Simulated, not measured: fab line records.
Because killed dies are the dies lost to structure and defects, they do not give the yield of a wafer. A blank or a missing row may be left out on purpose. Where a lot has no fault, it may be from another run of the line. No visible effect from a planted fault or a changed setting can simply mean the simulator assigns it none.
Chamber matching || flow n5Finfet || rieDiel-02 running N5_BEOL_M3_DESCUM_33: 4 sister chambers
The step chemistry O2, time 7 s. 14 wafers are shown with their chamber, then 7 later ones without.

== EACH WAFER AND ITS CHAMBER ==
{"wafer": "L076.1", "chamber": 2, "drypumpMotorCurrentA (A)": 5.7, "rfVppV (V)": 243.3, "oesProductAu (a.u.)": 0.67}
{"wafer": "L076.2", "chamber": 1, "drypumpMotorCurrentA (A)": 5.9, "rfVppV (V)": 243.6, "oesProductAu (a.u.)": 0.68}
{"wafer": "L076.5", "chamber": 3, "drypumpMotorCurrentA (A)": 5.5, "rfVppV (V)": 240.5, "oesProductAu (a.u.)": 0.64}
{"wafer": "L080.1", "chamber": 3, "drypumpMotorCurrentA (A)": 5.5, "rfVppV (V)": 243.5, "oesProductAu (a.u.)": 0.65}
{"wafer": "L080.4", "chamber": 3, "drypumpMotorCurrentA (A)": 5.5, "rfVppV (V)": 240.9, "oesProductAu (a.u.)": 0.66}
{"wafer": "L080.5", "chamber": 2, "drypumpMotorCurrentA (A)": 5.7, "rfVppV (V)": 244.1, "oesProductAu (a.u.)": 0.68}
{"wafer": "L082.1", "chamber": 2, "drypumpMotorCurrentA (A)": 5.7, "rfVppV (V)": 243.9, "oesProductAu (a.u.)": 0.66}
{"wafer": "L082.4", "chamber": 2, "drypumpMotorCurrentA (A)": 5.7, "rfVppV (V)": 245.3, "oesProductAu (a.u.)": 0.66}
{"wafer": "L082.5", "chamber": 1, "drypumpMotorCurrentA (A)": 5.8, "rfVppV (V)": 244.6, "oesProductAu (a.u.)": 0.67}
{"wafer": "L085.2", "chamber": 3, "drypumpMotorCurrentA (A)": 5.5, "rfVppV (V)": 242.7, "oesProductAu (a.u.)": 0.96}
{"wafer": "L085.3", "chamber": 1, "drypumpMotorCurrentA (A)": 5.9, "rfVppV (V)": 244.2, "oesProductAu (a.u.)": 0.67}
{"wafer": "L085.5", "chamber": 3, "drypumpMotorCurrentA (A)": 5.5, "rfVppV (V)": 240.8, "oesProductAu (a.u.)": 0.95}
{"wafer": "L088.1", "chamber": 0, "drypumpMotorCurrentA (A)": 5.3, "rfVppV (V)": 242.2, "oesProductAu (a.u.)": 0.71}
{"wafer": "L088.2", "chamber": 3, "drypumpMotorCurrentA (A)": 5.5, "rfVppV (V)": 241.5, "oesProductAu (a.u.)": 0.91}

SIGNATURES, as means of the wafers listed above
{"reading": "drypumpMotorCurrentA", "chamber 0": 5.300, "chamber 1": 5.867, "chamber 2": 5.700, "chamber 3": 5.500, "scatter within a chamber": 0.0258}
{"reading": "rfVppV", "chamber 0": 242.200, "chamber 1": 244.133, "chamber 2": 244.150, "chamber 3": 241.650, "scatter within a chamber": 0.989}
{"reading": "oesProductAu", "chamber 0": 0.7100, "chamber 1": 0.6733, "chamber 2": 0.6675, "chamber 3": 0.7950, "scatter within a chamber": 0.113}
Rule: for a wafer and a chamber, the distance is found by dividing, reading by reading, the gap between the wafer's reading and the chamber's mean by the reading's scatter, squaring, summing and taking the root. If the next closest chamber is less than 2 further off than the closest, the wafer can't be placed; otherwise it belongs to the closest. The scatter: the root of (the sum of the squares of (reading less its chamber's mean) over the shown wafers, divided by (wafers less chambers)).

== WAFERS MISSING THEIR CHAMBER ==
{"wafer": "L088.3", "drypumpMotorCurrentA (A)": 5.7, "rfVppV (V)": 243.7, "oesProductAu (a.u.)": 0.94}
{"wafer": "L090.1", "drypumpMotorCurrentA (A)": 5.8, "rfVppV (V)": 244.2, "oesProductAu (a.u.)": 0.98}
{"wafer": "L090.2", "drypumpMotorCurrentA (A)": 5.3, "rfVppV (V)": 240.7, "oesProductAu (a.u.)": 0.71}
{"wafer": "L090.6", "drypumpMotorCurrentA (A)": 5.4, "rfVppV (V)": 243.3, "oesProductAu (a.u.)": 0.91}
{"wafer": "L094.1", "drypumpMotorCurrentA (A)": 5.3, "rfVppV (V)": 242.3, "oesProductAu (a.u.)": 0.71}
{"wafer": "L094.2", "drypumpMotorCurrentA (A)": 5.7, "rfVppV (V)": 242.3, "oesProductAu (a.u.)": 0.92}
{"wafer": "L094.4", "drypumpMotorCurrentA (A)": 5.8, "rfVppV (V)": 245.5, "oesProductAu (a.u.)": 0.94}

== WHICH CHAMBER EACH WENT THROUGH ==
{"wafer": "L088.3", "from the rows above": 2, "in truth": 2}
{"wafer": "L090.1", "from the rows above": "can't be placed: 1 or 2", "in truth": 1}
{"wafer": "L090.2", "from the rows above": 0, "in truth": 0}
{"wafer": "L090.6", "from the rows above": "can't be placed: 3 or 0", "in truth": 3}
{"wafer": "L094.1", "from the rows above": 0, "in truth": 0}
{"wafer": "L094.2", "from the rows above": 2, "in truth": 2}
{"wafer": "L094.4", "from the rows above": "can't be placed: 1 or 2", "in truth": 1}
Correct placement for 4 of the 7. Cannot be placed on the basis of these rows: 3; the candidates contain the true chamber in 3. Wrongly placed: 0.
